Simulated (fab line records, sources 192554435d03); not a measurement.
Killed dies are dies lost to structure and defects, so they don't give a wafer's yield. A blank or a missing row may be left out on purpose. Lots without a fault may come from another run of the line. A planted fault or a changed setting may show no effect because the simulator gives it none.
fab line records | flow n5_finfet
record lots=24 wafers=72 last_day=17
route steps=1938 shown BEOL_M14@1764 BEOL_M15@1783
lots that met no fault: from a run of the same line without faults
start_h: hours from the record's first day to the start of the lot's first wafer shown | wait_h: hours since the lot's step before | " the same as in the row above | L1.1+2: a row that stands for several wafers | - no value, or no start given | * or withheld: withheld | < > ~ a bound
route shown NAME@n: a module of which the file shows steps, and the number in the route of the first | usual: mean/standard deviation of fault-free wafers | same: alike in all rows | chamber/n: place in a boat | sites: the reading at each site | _std_site: their standard deviation | _edge_site: outer sites' mean less inner sites' | radius_mm: how far each site lies from the wafer's centre | mask NAME#n: copy n | behind: the tool/chamber that last shaped the wafer | hold: why the lot was held/for how many hours/how that ended | device: the transistor (n, p or np) that didn't switch | end of line: the same wafers' tests at the end of the route | a step without rows: its recipe alone | killed: dies lost to structure and defects at the first sort, not the wafer's yield | map: a wafer's dies, x killed, . not, _ none there
set.NAME: the setting as run; set.NAME@STEP: as run at that earlier step | model.NAME: the simulator's own value behind a step, which no gauge read
steps of the route over a sample of lots; a table a step, a row a wafer
services: from which hour (start_h, from the record's first day; less than 0 if before it) a tool's chamber was out of use, for how many hours, and why
## steps
# step N5_BEOL_M14_SPUTTER_45
# recipe material=Cu target_thk_a=1000 temp_c=-20 bias_v=60 power_w=26000 chamber_pressure_pa=0.13 time_s=16.67
# usual throttle_valve_pct=29.9/0.93
# columns lot.wafer tool chamber start_h wait_h throttle_valve_pct
L074.1 pvd_sputter-03 - 266.57 0.0 30.3
L074.3 " - " " 31.9
L074.6 " - " " 31.7
L076.1 pvd_sputter-02 - 268.70 0.0 29.7
L076.4 " - " " 30.4
L076.6 " - " " 29.8
L075.1 pvd_sputter-03 - 279.98 0.0 29.7
L075.3 " - " " 30.4
L075.4 " - " " 29.6
L079.3 pvd_sputter-01 - 282.91 0.0 30.0
L079.5 " - " " 30.5
L079.6 " - " " 30.2
L078.2 pvd_sputter-03 - 291.08 0.0 30.7
L078.3 " - " " 31.5
L078.6 " - " " 29.7
L081.3 pvd_sputter-02 - 302.48 0.0 28.5
L081.4 " - " " 29.9
L081.5 " - " " 30.2
L082.2 pvd_sputter-03 - 303.70 0.0 31.5
L082.4 " - " " 29.6
L082.5 " - " " 29.7
L077.2 pvd_sputter-02 - 310.60 0.0 29.8
L077.5 " - " " 30.1
L077.6 " - " " 29.6
L080.2 pvd_sputter-03 - 317.36 0.0 29.7
L080.3 " - " " 29.8
L080.4 " - " " 31.7
L083.1 pvd_sputter-02 - 318.31 0.0 30.1
L083.2 " - " " 30.1
L083.4 " - " " 28.5
L084.1 pvd_sputter-01 - 322.58 0.0 29.8
L084.2 " - " " 30.4
L084.3 " - " " 30.3
L085.1 pvd_sputter-02 - 336.29 0.0 28.7
L085.3 " - " " 30.3
L085.4 " - " " 30.2
L086.1 pvd_sputter-03 - 336.59 0.0 30.3
L086.2 " - " " 29.5
L086.4 " - " " 31.7
L088.1 pvd_sputter-02 - 336.61 0.0 30.4
L088.3 " - " " 28.7
L088.4 " - " " 29.8
L087.2 pvd_sputter-03 - 342.10 0.0 29.7
L087.4 " - " " 31.9
L087.6 " - " " 29.6
L090.2 pvd_sputter-01 - 358.85 0.0 30.2
L090.4 " - " " 27.4
L090.5 " - " " 30.4
L089.1 pvd_sputter-01 - 364.99 0.0 30.5
L089.3 " - " " 27.5
L089.6 " - " " 30.5
L091.1 pvd_sputter-03 - 367.79 0.0 29.4
L091.4 " - " " 31.3
L091.6 " - " " 29.8
L092.1 pvd_sputter-01 - 371.97 0.0 30.4
L092.4 " - " " 30.3
L092.5 " - " " 30.3
L094.1 pvd_sputter-02 - 385.05 0.0 29.9
L094.2 " - " " 30.0
L094.5 " - " " 30.1
L095.2 pvd_sputter-01 - 385.45 0.0 30.2
L095.3 " - " " 27.9
L095.4 " - " " 30.4
L096.1 pvd_sputter-01 - 386.01 0.0 30.3
L096.4 " - " " 29.5
L096.5 " - " " 30.6
L093.3 pvd_sputter-01 - 389.13 0.0 29.8
L093.4 " - " " 27.4
L093.5 " - " " 30.5
L097.2 pvd_sputter-01 - 389.53 0.0 30.4
L097.3 " - " " 27.2
L097.4 " - " " 30.6
# step N5_BEOL_M15_CD_MEAS_10
# recipe target_cd_nm=360 landing_energy_ev=500 detector=se_inlens polarity=opening
# usual cd_nm=361.5/1.8
# columns lot.wafer tool chamber start_h wait_h cd_nm
L074.1 cd_sem-01 0 268.37 - 362.7
L074.3 " 0 " " 362.1
L074.6 " 0 " " 366.5
L076.1 cd_sem-01 0 271.14 - 362.8
L076.4 " 0 " " 361.0
L076.6 " 0 " " 362.6
L075.1 cd_sem-02 0 281.85 - 363.4
L075.3 " 0 " " 362.5
L075.4 " 0 " " 364.7
L079.3 cd_sem-01 0 284.57 - 361.2
L079.5 " 0 " " 360.9
L079.6 " 0 " " 362.5
L078.2 cd_sem-01 0 292.85 - 359.6
L078.3 " 0 " " 360.4
L078.6 " 0 " " 359.9
L081.3 cd_sem-03 0 304.25 - 359.9
L081.4 " 0 " " 361.7
L081.5 " 0 " " 360.9
L082.2 cd_sem-03 0 305.35 - 363.9
L082.4 " 0 " " 362.1
L082.5 " 0 " " 361.8
L077.2 cd_sem-03 0 312.33 - 364.5
L077.5 " 0 " " 362.8
L077.6 " 0 " " 362.6
L080.2 cd_sem-03 0 319.29 - 360.7
L080.3 " 0 " " 362.8
L080.4 " 0 " " 360.1
L083.1 cd_sem-02 0 319.97 - 359.3
L083.2 " 0 " " 360.1
L083.4 " 0 " " 360.6
L084.1 cd_sem-03 0 324.35 - 359.0
L084.2 " 0 " " 357.7
L084.3 " 0 " " 359.8
L085.1 cd_sem-01 0 338.32 - 357.3
L085.3 " 0 " " 360.4
L085.4 " 0 " " 361.8
L086.1 cd_sem-02 0 338.37 - 361.2
L086.2 " 0 " " 364.5
L086.4 " 0 " " 361.8
L088.1 cd_sem-03 0 338.45 - 358.3
L088.3 " 0 " " 359.2
L088.4 " 0 " " 358.1
L087.2 cd_sem-02 0 343.74 - 362.3
L087.4 " 0 " " 362.8
L087.6 " 0 " " 361.7
L090.2 cd_sem-02 0 360.50 - 359.7
L090.4 " 0 " " 363.1
L090.5 " 0 " " 363.5
L089.1 cd_sem-03 0 366.75 - 361.5
L089.3 " 0 " " 360.0
L089.6 " 0 " " 361.7
L091.1 cd_sem-01 0 369.45 - 364.3
L091.4 " 0 " " 361.7
L091.6 " 0 " " 360.7
L092.1 cd_sem-02 0 373.61 - 359.9
L092.4 " 0 " " 363.1
L092.5 " 0 " " 363.3
L094.1 cd_sem-02 0 386.94 - 361.6
L094.2 " 0 " " 360.8
L094.5 " 0 " " 361.6
L095.2 cd_sem-02 0 387.25 - 362.2
L095.3 " 0 " " 363.6
L095.4 " 0 " " 361.1
L096.1 cd_sem-02 0 387.82 - 359.9
L096.4 " 0 " " 363.2
L096.5 " 0 " " 360.6
L093.3 cd_sem-03 0 390.93 - 360.0
L093.4 " 0 " " 361.6
L093.5 " 0 " " 361.3
L097.2 cd_sem-02 0 391.44 - 362.7
L097.3 " 0 " " 361.6
L097.4 " 0 " " 363.6
# step N5_BEOL_M15_CD_MEAS_17
# recipe target_cd_nm=360 polarity=opening
# usual cd_nm=362.7/2.3
# columns lot.wafer tool chamber start_h wait_h cd_nm
L074.1 cd_sem-03 - 268.95 0.0 365.2
L074.3 " - " " 365.9
L074.6 " - " " 367.3
L076.1 cd_sem-03 - 271.73 0.0 362.3
L076.4 " - " " 362.3
L076.6 " - " " 364.1
L075.1 cd_sem-03 - 282.44 0.0 366.9
L075.3 " - " " 364.8
L075.4 " - " " 368.5
L079.3 cd_sem-03 - 285.23 0.0 362.4
L079.5 " - " " 362.2
L079.6 " - " " 362.8
L078.2 cd_sem-03 - 293.44 0.0 361.3
L078.3 " - " " 360.2
L078.6 " - " " 360.5
L081.3 cd_sem-03 - 305.10 0.0 360.3
L081.4 " - " " 363.8
L081.5 " - " " 362.9
L082.2 cd_sem-02 - 306.20 0.0 365.4
L082.4 " - " " 363.0
L082.5 " - " " 364.1
L077.2 cd_sem-03 - 312.92 0.0 366.1
L077.5 " - " " 362.7
L077.6 " - " " 362.4
L080.2 cd_sem-03 - 319.88 0.0 362.4
L080.3 " - " " 365.0
L080.4 " - " " 363.5
L083.1 cd_sem-02 - 320.55 0.0 359.0
L083.2 " - " " 360.4
L083.4 " - " " 363.0
L084.1 cd_sem-01 - 324.94 0.0 359.0
L084.2 " - " " 355.5
L084.3 " - " " 361.2
L085.1 cd_sem-01 - 338.91 0.0 357.4
L085.3 " - " " 362.6
L085.4 " - " " 364.3
L086.1 cd_sem-02 - 338.96 0.0 362.5
L086.2 " - " " 367.0
L086.4 " - " " 363.2
L088.1 cd_sem-02 - 339.04 0.0 362.1
L088.3 " - " " 361.0
L088.4 " - " " 359.3
L087.2 cd_sem-03 - 344.33 0.0 363.2
L087.4 " - " " 364.1
L087.6 " - " " 361.9
L090.2 cd_sem-02 - 361.09 0.0 363.2
L090.4 " - " " 364.2
L090.5 " - " " 364.8
L089.1 cd_sem-01 - 367.71 0.0 362.4
L089.3 " - " " 361.6
L089.6 " - " " 365.1
L091.1 cd_sem-01 - 370.04 0.0 365.1
L091.4 " - " " 363.3
L091.6 " - " " 361.4
L092.1 cd_sem-03 - 374.20 0.0 359.0
L092.4 " - " " 365.0
L092.5 " - " " 365.0
L094.1 cd_sem-03 - 387.72 0.0 362.4
L094.2 " - " " 363.0
L094.5 " - " " 360.4
L095.2 cd_sem-01 - 388.13 0.0 364.0
L095.3 " - " " 363.6
L095.4 " - " " 362.3
L096.1 cd_sem-02 - 388.69 0.0 359.7
L096.4 " - " " 365.8
L096.5 " - " " 362.1
L093.3 cd_sem-01 - 391.51 0.0 361.8
L093.4 " - " " 360.6
L093.5 " - " " 362.9
L097.2 cd_sem-03 - 392.03 0.0 363.5
L097.3 " - " " 362.3
L097.4 " - " " 362.3
# step N5_BEOL_M15_TRENCH_ETCH_34
# recipe chemistry=C4F8/O2/Ar target=SiO2 target_depth_a=8729.3 he_inner_torr=15 he_outer_torr=30 time_s=199 ion_energy_ev=800 pressure_mtorr=20 source_w=1905 bias_w=2040 Ar_flow_sccm=400 C4F8_flow_sccm=16 O2_flow_sccm=12
# usual drypump_motor_current_A=5.8/0.41 oes_product_au=0.77/0.084 rf_vpp_V=2228/30 showerhead_plenum_p_Torr=3.39/0.07 throttle_valve_pct=30.9/0.41
# columns lot.wafer tool chamber start_h wait_h drypump_motor_current_A oes_product_au rf_hours_counter_h rf_vpp_V showerhead_plenum_p_Torr throttle_valve_pct
L074.1 rie_diel-01 3 270.13 0.0 6.2 0.74 172 2284 3.32 30.9
L074.3 " 0 " " 6.3 0.90 33 2218 3.35 30.5
L074.6 " 3 " " 6.2 0.74 - 2286 3.32 30.9
L076.1 rie_diel-06 1 272.87 0.0 5.5 0.72 190 2257 3.39 30.2
L076.4 " 0 " " 5.6 0.89 23 2209 3.40 31.3
L076.6 " 3 " " 5.3 0.71 - 2198 3.54 31.3
L075.1 rie_diel-06 2 284.10 0.0 6.2 0.71 221 2222 3.43 31.5
L075.3 " 1 " " 5.5 0.72 193 2258 3.38 30.2
L075.4 " 0 " " 5.6 0.89 26 2209 3.40 31.3
L079.3 rie_diel-01 1 286.48 0.0 5.5 0.72 204 2166 3.30 30.8
L079.5 " 3 " " 6.2 0.74 - 2285 3.31 30.9
L079.6 " 0 " " 6.3 0.89 - 2216 3.35 30.5
L078.2 rie_diel-01 2 294.92 0.0 5.9 0.75 195 2225 3.41 30.9
L078.3 " 3 " " 6.2 0.74 180 2285 3.31 30.9
L078.6 " 2 " " 5.8 0.75 - 2226 3.41 30.9
L081.3 rie_diel-01 3 307.48 0.0 6.2 0.74 185 2286 3.31 31.0
L081.4 " 1 " " 5.5 0.71 212 2168 3.29 30.8
L081.5 " 2 " " 5.9 0.75 - 2224 3.41 30.9
L082.2 rie_diel-01 2 307.81 0.0 5.9 0.75 201 2225 3.41 30.9
L082.4 " 3 " " 6.2 0.73 186 2286 3.31 31.0
L082.5 " 2 " " 5.9 0.75 - 2227 3.41 30.9
L077.2 rie_diel-02 2 313.96 0.0 6.0 0.68 212 2224 3.51 30.9
L077.5 " 3 " " 6.3 0.80 - 2262 3.45 31.0
L077.6 " 0 " " 5.0 0.81 - 2238 3.33 30.9
L080.2 rie_diel-02 0 320.95 0.0 5.0 0.81 90 2238 3.33 30.9
L080.3 " 1 " " 5.8 0.91 33 2224 3.36 31.2
L080.4 " 3 " " 6.3 0.79 118 2261 3.45 31.0
L083.1 rie_diel-06 0 321.73 0.0 5.7 0.88 32 2210 3.40 31.3
L083.2 " 3 " " 5.3 0.70 241 2195 3.54 31.3
L083.4 " 2 " " 6.2 0.70 227 2220 3.42 31.6
L084.1 rie_diel-02 3 326.36 0.0 6.3 0.79 120 2262 3.45 31.0
L084.2 " 0 " " 5.0 0.81 92 2237 3.33 30.9
L084.3 " 2 " " 6.0 0.67 217 2225 3.51 30.9
L085.1 rie_diel-06 2 340.08 0.0 6.2 0.69 233 2220 3.42 31.5
L085.3 " 3 " " 5.2 0.69 246 2197 3.54 31.3
L085.4 " 1 " " 5.5 0.70 205 2257 3.38 30.2
L086.1 rie_diel-02 3 340.17 0.0 6.4 0.79 125 2262 3.45 31.0
L086.2 " 1 " " 5.8 0.89 40 2224 3.35 31.2
L086.4 " 1 " " 5.8 0.88 - 2225 3.35 31.2
L088.1 rie_diel-06 3 340.33 0.0 5.3 0.70 246 2196 3.54 31.3
L088.3 " 0 " " 5.6 0.87 38 2210 3.39 31.3
L088.4 " 1 " " 5.5 0.70 205 2257 3.38 30.2
L087.2 rie_diel-06 1 345.59 0.0 5.5 0.70 208 2256 3.38 30.2
L087.4 " 3 " " 5.3 0.69 248 2195 3.54 31.3
L087.6 " 1 " " 5.5 0.70 - 2256 3.38 30.2
L090.2 rie_diel-01 3 362.26 0.0 6.2 0.72 202 2285 3.30 31.0
L090.4 " 2 " " 5.9 0.73 - 2225 3.40 31.0
L090.5 " 3 " " 6.2 0.72 - 2285 3.30 31.0
L089.1 rie_diel-06 2 369.00 0.0 6.2 0.69 243 2221 3.41 31.6
L089.3 " 1 " " 5.5 0.69 216 2256 3.37 30.2
L089.6 " 0 " " 5.6 0.85 - 2208 3.39 31.3
L091.1 rie_diel-01 3 371.09 0.0 6.2 0.72 205 2282 3.30 31.0
L091.4 " 0 " " 6.3 0.85 71 2216 3.33 30.5
L091.6 " 0 " " 6.3 0.84 - 2216 3.33 30.5
L092.1 rie_diel-06 2 375.37 0.0 6.2 0.68 246 2220 3.41 31.6
L092.4 " 0 " " 5.6 0.85 50 2209 3.39 31.3
L092.5 " 0 " " 5.7 0.86 - 2209 3.39 31.3
L094.1 rie_diel-01 0 389.26 0.0 6.4 0.82 76 2216 3.33 30.5
L094.2 " 3 " " 6.2 0.71 210 2284 3.30 31.0
L094.5 " 3 " " 6.2 0.72 - 2282 3.30 31.0
L095.2 rie_diel-06 1 389.87 0.0 5.5 0.69 223 2255 3.37 30.2
L095.3 " 0 " " 5.6 0.83 55 2208 3.39 31.3
L095.4 " 3 " " 5.3 0.96 7 2194 3.53 31.2
L096.1 rie_diel-02 1 390.58 0.0 5.8 0.86 56 2223 3.34 31.3
L096.4 " 2 " " 6.0 0.66 237 2222 3.49 30.9
L096.5 " 3 " " 6.3 0.77 - 2262 3.44 31.0
L093.3 rie_diel-06 3 392.72 0.0 5.2 0.96 8 2195 3.53 31.2
L093.4 " 1 " " 5.5 0.70 - 2256 3.37 30.2
L093.5 " 0 " " 5.6 0.85 - 2208 3.39 31.3
L097.2 rie_diel-06 1 393.07 0.0 5.5 0.68 225 2256 3.37 30.2
L097.3 " 3 " " 5.2 0.96 9 2196 3.53 31.2
L097.4 " 3 " " 5.2 0.95 - 2195 3.53 31.2
# step N5_BEOL_M15_STRIP_62
# recipe chemistry=O2 power_w=600 temp_c=60 pressure_mtorr=30 rf_frequency_hz=6e+07 bias_power_w=0 overash_fraction=0.3 o2_flow_sccm=225
# usual drypump_motor_current_A=5.8/0.42 oes_product_au=0.78/0.087 rf_vpp_V=3.6/0.56 showerhead_plenum_p_Torr=2.06/0.05 throttle_valve_pct=16.70/0.24
# same overash_fraction=0.3
# columns lot.wafer tool chamber start_h wait_h drypump_motor_current_A oes_product_au rf_hours_counter_h rf_vpp_V showerhead_plenum_p_Torr throttle_valve_pct
L074.1 rie_diel-01 0 - - 6.3 0.90 34 3.7 2.05 16.30
L074.3 " 1 " " 5.5 0.72 199 3.7 1.97 16.49
L074.6 " 3 " " 6.2 0.74 - 3.5 2.02 16.75
L076.1 rie_diel-06 2 - - 6.2 0.70 218 3.6 2.08 17.15
L076.4 " 1 " " 5.5 0.73 191 4.2 2.09 16.38
L076.6 " 1 " " 5.5 0.72 - 3.9 2.09 16.39
L075.1 rie_diel-02 1 - - 5.8 0.95 18 3.5 2.04 16.76
L075.3 " 0 " " 5.0 0.82 76 3.0 2.03 16.59
L075.4 " 1 " " 5.8 0.95 - 3.2 2.04 16.74
L079.3 rie_diel-01 1 - - 5.4 0.71 206 3.6 1.97 16.49
L079.5 " 3 " " 6.2 0.73 - 4.3 2.02 16.77
L079.6 " 0 " " 6.3 0.89 - 3.5 2.05 16.32
L078.2 rie_diel-02 0 - - 5.0 0.83 80 4.3 2.03 16.61
L078.3 " 2 " " 6.0 0.69 204 2.2 2.15 16.96
L078.6 " 3 " " 6.3 0.79 - 3.9 2.10 16.69
L081.3 rie_diel-02 3 - - 6.3 0.80 116 3.2 2.10 16.71
L081.4 " 0 " " 5.0 0.81 86 3.5 2.03 16.60
L081.5 " 0 " " 5.0 0.81 - 3.4 2.03 16.61
L082.2 rie_diel-06 3 - - 5.3 0.70 239 3.2 2.15 16.97
L082.4 " 1 " " 5.5 0.71 198 4.2 2.09 16.40
L082.5 " 1 " " 5.5 0.71 - 3.1 2.09 16.40
L077.2 rie_diel-01 2 - - 5.9 0.74 206 4.1 2.10 16.91
L077.5 " 2 " " 5.9 0.74 - 3.5 2.10 16.91
L077.6 " 0 " " 6.4 0.86 - 3.1 2.04 16.33
L080.2 rie_diel-01 1 - - 5.4 0.71 219 3.9 1.97 16.53
L080.3 " 2 " " 5.8 0.73 207 3.5 2.10 16.89
L080.4 " 3 " " 6.2 0.72 188 3.6 2.02 16.77
L083.1 rie_diel-01 0 - - 6.3 0.86 55 4.4 2.04 16.33
L083.2 " 1 " " 5.5 0.72 220 3.7 1.97 16.51
L083.4 " 3 " " 6.2 0.72 190 3.5 2.02 16.77
L084.1 rie_diel-06 1 - - 5.4 0.71 201 3.4 2.08 16.40
L084.2 " 2 " " 6.2 0.69 229 3.4 2.08 17.17
L084.3 " 0 " " 5.6 0.89 34 3.0 2.07 16.84
L085.1 rie_diel-06 3 - - 5.2 0.69 247 3.1 2.15 16.97
L085.3 " 2 " " 6.2 0.69 233 4.3 2.08 17.15
L085.4 " 1 " " 5.5 0.70 205 3.6 2.08 16.41
L086.1 rie_diel-01 1 - - 5.4 0.71 224 3.9 1.97 16.54
L086.2 " 3 " " 6.2 0.72 194 4.4 2.01 16.77
L086.4 " 1 " " 5.4 0.70 - 3.0 1.97 16.52
L088.1 rie_diel-06 3 - - 5.2 0.70 247 4.3 2.15 16.95
L088.3 " 0 " " 5.6 0.86 38 4.6 2.07 16.82
L088.4 " 1 " " 5.5 0.71 205 3.4 2.08 16.42
L087.2 rie_diel-02 3 - - 6.3 0.77 126 3.7 2.09 16.73
L087.4 " 1 " " 5.8 0.89 43 4.2 2.03 16.80
L087.6 " 3 " " 6.3 0.78 - 2.6 2.09 16.72
L090.2 rie_diel-01 0 - - 6.4 0.85 68 3.5 2.04 16.36
L090.4 " 3 " " 6.2 0.72 - 3.7 2.01 16.82
L090.5 " 2 " " 5.9 0.73 - 3.6 2.09 16.91
L089.1 rie_diel-06 3 - - 5.2 0.98 1 3.8 2.14 16.53
L089.3 " 0 " " 5.6 0.85 49 3.4 2.07 16.86
L089.6 " 2 " " 6.2 0.69 - 3.5 2.07 17.18
L091.1 rie_diel-01 2 - - 5.8 0.73 224 3.9 2.09 16.94
L091.4 " 0 " " 6.3 0.84 73 3.9 2.03 16.38
L091.6 " 2 " " 5.9 0.72 - 3.5 2.09 16.94
L092.1 rie_diel-02 2 - - 6.0 0.67 234 4.3 2.14 17.01
L092.4 " 3 " " 6.3 0.77 135 2.9 2.09 16.75
L092.5 " 0 " " 5.0 0.79 - 3.2 2.02 16.66
L094.1 rie_diel-06 3 - - 5.3 0.96 9 3.9 2.14 16.55
L094.2 " 0 " " 5.6 0.84 57 3.4 2.06 16.89
L094.5 " 3 " " 5.2 0.95 - 4.4 2.14 16.53
L095.2 rie_diel-06 1 - - 5.5 0.69 225 3.9 2.08 16.46
L095.3 " 0 " " 5.6 0.84 57 2.9 2.06 16.87
L095.4 " 1 " " 5.5 0.69 - 3.0 2.08 16.43
L096.1 rie_diel-06 1 - - 5.5 0.69 225 3.1 2.08 16.47
L096.4 " 1 " " 5.5 0.69 - 2.5 2.08 16.46
L096.5 " 0 " " 5.6 0.84 - 4.8 2.06 16.86
L093.3 rie_diel-01 1 - - 5.4 0.69 238 3.7 1.96 16.55
L093.4 " 0 " " 6.3 0.84 78 3.2 2.03 16.40
L093.5 " 0 " " 6.3 0.83 - 2.9 2.03 16.39
L097.2 rie_diel-06 1 - - 5.5 0.69 226 2.9 2.08 16.45
L097.3 " 3 " " 5.2 0.94 10 4.3 2.14 16.53
L097.4 " 3 " " 5.2 0.94 - 3.0 2.14 16.53
# step N5_BEOL_M15_CMP_49
# recipe stop_on=SiO2 t_overpolish_s=4.9 down_force_psi=2 platen_rpm=80 clearing_platen_down_force_psi=2 clearing_platen_rpm=80 post_cmp_clean=cu_alkaline target_thk_nm=850 clearing_platen_pad_velocity_m_s=1.5917 pad_velocity_m_s=1.5917
# usual barrier_field_endpoint_s=11.17/0.24 head_pressure_psi=2.001/0.0044 motor_current_A=8.0/0.66 overpolish_run_s=4.900/0.0088 retaining_ring_pressure_frac=0.999/0.0051
# columns lot.wafer tool chamber start_h wait_h barrier_field_endpoint_s head_pressure_psi motor_current_A overpolish_run_s retaining_ring_pressure_frac
L074.3 cmp-01 1 273.60 0.2 11.11 2.008 7.2 4.907 0.996
L074.1 " 2 " " 11.19 2.008 8.0 4.899 1.001
L074.6 " 1 " " 11.25 2.002 7.1 4.896 0.988
L076.1 cmp-01 1 277.93 0.3 10.82 2.004 7.4 4.905 0.997
L076.4 " 2 " " 11.11 2.000 8.6 4.905 0.994
L076.6 " 2 " " 11.21 1.993 8.4 4.892 0.997
L075.4 cmp-04 2 285.68 0.2 11.16 1.994 7.1 4.908 1.004
L075.1 " 3 " " 11.86 2.001 9.6 4.928 1.000
L075.3 " 0 " " 11.52 1.997 8.1 4.894 0.998
L079.3 cmp-01 3 291.84 0.2 10.96 2.004 8.3 4.899 1.002
L079.6 " 2 " " 10.95 2.001 8.2 4.919 1.009
L079.5 " 3 " " 11.04 1.997 8.8 4.884 0.999
L078.3 cmp-04 1 297.20 0.9 11.18 2.003 8.2 4.886 0.996
L078.2 " 3 " " 11.55 2.008 9.5 4.901 0.988
L078.6 " 2 " " 11.11 2.003 7.3 4.890 0.998
L081.3 cmp-02 1 310.84 0.2 11.57 1.999 8.8 4.897 1.000
L081.4 " 3 " " 11.55 1.995 7.4 4.888 0.998
L081.5 " 1 " " 11.69 2.001 8.5 4.896 0.999
L082.4 cmp-01 1 317.50 0.2 11.10 1.998 7.2 4.901 0.996
L082.2 " 3 " " 10.96 2.000 8.2 4.904 0.991
L082.5 " 1 " " 11.24 1.999 7.2 4.892 0.988
L077.2 cmp-01 2 323.82 0.3 11.32 2.011 8.5 4.894 0.997
L077.5 " 1 " " 11.46 1.997 7.2 4.903 0.999
L077.6 " 2 " " 11.29 2.006 8.3 4.906 0.999
L080.2 cmp-01 1 326.57 0.2 11.22 2.004 7.0 4.897 1.009
L080.3 " 3 " " 11.16 2.003 8.4 4.884 1.003
L080.4 " 0 " " 11.30 1.994 8.3 4.888 1.004
L083.4 cmp-01 1 329.57 0.2 11.21 1.997 7.3 4.887 0.994
L083.2 " 2 " " 11.02 1.994 8.2 4.891 0.994
L083.1 " 3 " " 11.23 2.003 8.9 4.892 1.005
L084.1 cmp-02 0 329.66 0.3 10.83 2.005 7.4 4.888 0.990
L084.3 " 1 " " 10.97 2.003 8.5 4.908 0.996
L084.2 " 2 " " 10.54 1.997 8.4 4.898 1.000
L085.3 cmp-04 3 341.84 0.2 10.96 1.999 9.8 4.897 1.001
L085.1 " 0 " " 11.30 1.997 8.2 4.901 1.001
L085.4 " 1 " " 10.51 1.996 8.1 4.900 0.999
L086.4 cmp-02 3 342.16 0.1 11.22 2.004 7.7 4.907 0.994
L086.2 " 1 " " 11.69 2.001 8.4 4.909 1.011
L086.1 " 2 " " 10.99 1.998 8.5 4.902 0.999
L088.4 cmp-01 2 342.18 0.1 11.18 1.993 8.7 4.912 1.000
L088.3 " 3 " " 11.14 1.998 8.5 4.894 0.995
L088.1 " 0 " " 10.93 2.004 8.1 4.901 1.001
L087.2 cmp-02 0 347.48 0.2 10.84 1.998 7.4 4.895 0.998
L087.4 " 2 " " 10.89 2.006 8.7 4.899 0.996
L087.6 " 3 " " 11.18 1.997 7.4 4.909 0.997
L090.4 cmp-01 1 364.79 0.1 11.16 1.995 7.1 4.894 1.002
L090.2 " 2 " " 11.11 2.000 8.0 4.914 1.006
L090.5 " 2 " " 11.00 2.002 8.3 4.901 1.005
L089.1 cmp-02 3 373.40 0.3 11.39 2.005 7.2 4.887 0.983
L089.3 " 1 " " 11.57 2.000 8.6 4.903 1.003
L089.6 " 2 " " 10.90 2.001 8.7 4.892 0.996
L091.1 cmp-02 2 378.29 0.3 10.79 2.006 8.7 4.894 0.993
L091.4 " 1 " " 11.58 2.006 8.4 4.893 1.002
L091.6 " 3 " " 11.23 2.006 7.5 4.905 0.999
L092.1 cmp-02 0 378.55 0.5 11.03 2.001 7.6 4.896 1.004
L092.4 " 1 " " 11.47 1.999 8.4 4.894 0.993
L092.5 " 0 " " 11.21 2.000 7.1 4.891 0.999
L094.2 cmp-02 3 394.86 0.3 11.13 2.000 7.6 4.907 0.999
L094.1 " 0 " " 10.92 1.990 7.5 4.896 0.999
L094.5 " 2 " " 10.93 2.003 8.6 4.902 0.992
L095.2 cmp-02 0 395.18 0.3 11.01 2.005 7.7 4.901 1.000
L095.3 " 1 " " 11.28 2.006 8.0 4.881 1.002
L095.4 " 2 " " 10.78 1.999 8.3 4.908 0.998
L096.4 cmp-04 0 395.56 0.2 11.18 2.006 7.9 4.913 0.997
L096.1 " 1 " " 11.26 2.006 7.8 4.876 1.001
L096.5 " 0 " " 11.33 2.005 8.0 4.891 1.000
L093.4 cmp-01 3 397.00 0.1 11.07 2.004 8.4 4.899 0.997
L093.3 " 1 " " 11.11 1.999 7.5 4.900 1.000
L093.5 " 3 " " 11.10 1.998 8.5 4.900 1.004
L097.3 cmp-02 2 397.63 0.2 10.77 1.993 8.5 4.907 0.996
L097.2 " 3 " " 11.40 1.999 7.9 4.885 1.011
L097.4 " 0 " " 10.78 1.998 7.7 4.891 0.999
## services
# columns tool chamber start_h hours kind
rie_diel-02 0 242.88 8.6 repair
rie_diel-06 - 246.07 0.3 repair
cmp-02 - 273.42 0.5 repair
pvd_sputter-02 - 281.96 0.5 repair
cmp-02 - 282.81 0.9 repair
cmp-01 - 290.34 0.3 repair
rie_diel-06 - 291.33 15.6 pm
cmp-01 - 292.85 6.4 repair
cmp-02 - 293.63 5.2 pm
rie_diel-02 3 315.13 4.7 repair
cmp-02 - 322.06 4.0 pm
cmp-01 - 324.75 1.1 repair
cmp-02 - 333.79 1.9 repair
rie_diel-02 0 339.01 2.1 repair
cmp-02 - 341.47 0.4 repair
cmp-04 - 346.63 1.8 repair
rie_diel-01 1 348.30 14.7 repair
rie_diel-06 3 351.85 - clean
rie_diel-02 0 361.56 5.1 repair
rie_diel-01 - 368.32 1.0 repair
cmp-01 - 369.56 12.3 repair
cmp-04 - 373.07 5.5 pm
cmp-01 - 389.42 6.1 pm
cmp-04 - 394.20 1.3 repair
## key
fault none
